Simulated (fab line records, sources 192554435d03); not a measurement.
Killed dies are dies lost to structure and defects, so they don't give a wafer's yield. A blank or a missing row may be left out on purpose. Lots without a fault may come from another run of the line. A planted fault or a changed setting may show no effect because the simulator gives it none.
Split-lot experiment | flow n5_finfet | 7 lots, 21 wafers read, on a route of 1938 steps

THE SPLIT
At N5_WELL_APT_EXPOSE_05 (exposes mask NWELL, defocus 0 nm, target cd 200 nm), the setting dose_mj was moved away from the recipe's 20.3 on 6 of the 21 wafers read, by -6.9% to +7.1%. The other wafers ran this setting at the recipe's value.

FROM THE SPLIT TO THE READING: what the file shows between them, 2 steps
- N5_WELL_APT_DEVELOP_07: develop time 45 s (also split here: develop_time_s)
- N5_WELL_APT_HARDBAKE_12: time 120 s

THE READING
cd_nm, in nm, at N5_WELL_APT_CD_MEAS_08 (target cd 200 nm). Fault-free wafers of this fab line usually give 199.7 nm, standard deviation 2.1 nm.

wafer  | tool, chamber at the split | dose_mj as run | against the recipe | cd_nm, nm | against lot-mates on the recipe
L077.3 | krf_scanner-02, 0          | 21.3           | +4.9%              | 202.9     | +6.7
L077.4 | krf_scanner-02, 0          | 20.3           | recipe             | 196.2     | -
L077.5 | krf_scanner-02, 0          | 21.3           | +4.9%              | 209.1     | +12.9
L079.3 | krf_scanner-02, 0          | 20.3           | recipe             | 198.7     | -
L079.4 | krf_scanner-02, 0          | 20.3           | recipe             | 201.2     | -
L079.6 | krf_scanner-02, 0          | 20.3           | recipe             | 199.0     | -
L080.2 | krf_scanner-02, 0          | 20.3           | recipe             | 197.4     | -
L080.3 | krf_scanner-02, 0          | 20.3           | recipe             | 197.6     | -
L080.6 | krf_scanner-02, 0          | 21.74          | +7.1%              | 207.6     | +10.1
L083.2 | krf_scanner-01, 0          | 20.3           | recipe             | 203.3     | -
L083.3 | krf_scanner-01, 0          | 20.3           | recipe             | 200.5     | -
L083.6 | krf_scanner-01, 0          | 18.98          | -6.5%              | 184.9     | -17.0
L087.3 | krf_scanner-02, 0          | 20.3           | recipe             | 201.6     | -
L087.4 | krf_scanner-02, 0          | 20.3           | recipe             | 200.0     | -
L087.5 | krf_scanner-02, 0          | 20.3           | recipe             | 197.1     | -
L090.2 | krf_scanner-01, 0          | 20.3           | recipe             | 200.0     | -
L090.4 | krf_scanner-01, 0          | 19.12          | -5.8%              | 187.8     | -11.5
L090.6 | krf_scanner-01, 0          | 20.3           | recipe             | 198.6     | -
L094.2 | krf_scanner-01, 0          | 20.3           | recipe             | 202.9     | -
L094.4 | krf_scanner-01, 0          | 18.9           | -6.9%              | 188.6     | -12.8
L094.6 | krf_scanner-01, 0          | 20.3           | recipe             | 200.0     | -

THE FIT
A straight line over all 21 wafers: cd_nm changes by +1.61 nm for each +1% of dose_mj; r = +0.91; the points scatter about the line by 2.4 nm.
The same after taking each lot's own level away (the mean of its wafers on the recipe; 21 wafers): +1.95 nm for each +1%; r = +0.96; scatter 2 nm.
On that fit, the largest move of dose_mj shifts the reading by 14 nm.
The lots' own levels span 196.20 to 201.90 nm, that is 2.7 times the standard deviation above.
So the lot-to-lot level changes the slope: the two fits differ.
Check: with one of the wafers moved furthest among these (+7.1%) left out of the fit, the line predicts +14.8 nm for it against its lot-mates. It came out at +10.1 nm against them.

OTHER SPLITS ON THESE WAFERS
These wafers also went through other splits before the reading. Each is held against what the fit with the lots' levels taken away leaves over:
other split on the same wafers        | wafers away from the commonest value | r with cd_nm (lot level and that fit taken away)
N5_WELL_APT_DEVELOP_07 develop_time_s | 9                                    | +0.34

THE WHOLE CHAIN: every reading that the file lists as answering this split, in the file's order
step                   | what it does             | reading                                                         | change (the file's fit)              | r (the file's)
N5_WELL_APT_CD_MEAS_08 | target cd 200 nm         | cd_nm                                                           | +1.95 nm for each +1% of the setting | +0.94
N5_WELL_APT_DESCUM_13  | chemistry O2, time 7.9 s | WELL_APT.cd_nm (the simulator's own value, which no gauge read) | +1.96 nm for each +1% of the setting | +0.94

THE FILE'S OWN FIT
cd_nm changes by +1.95 nm for each +1% of dose_mj, r = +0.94.
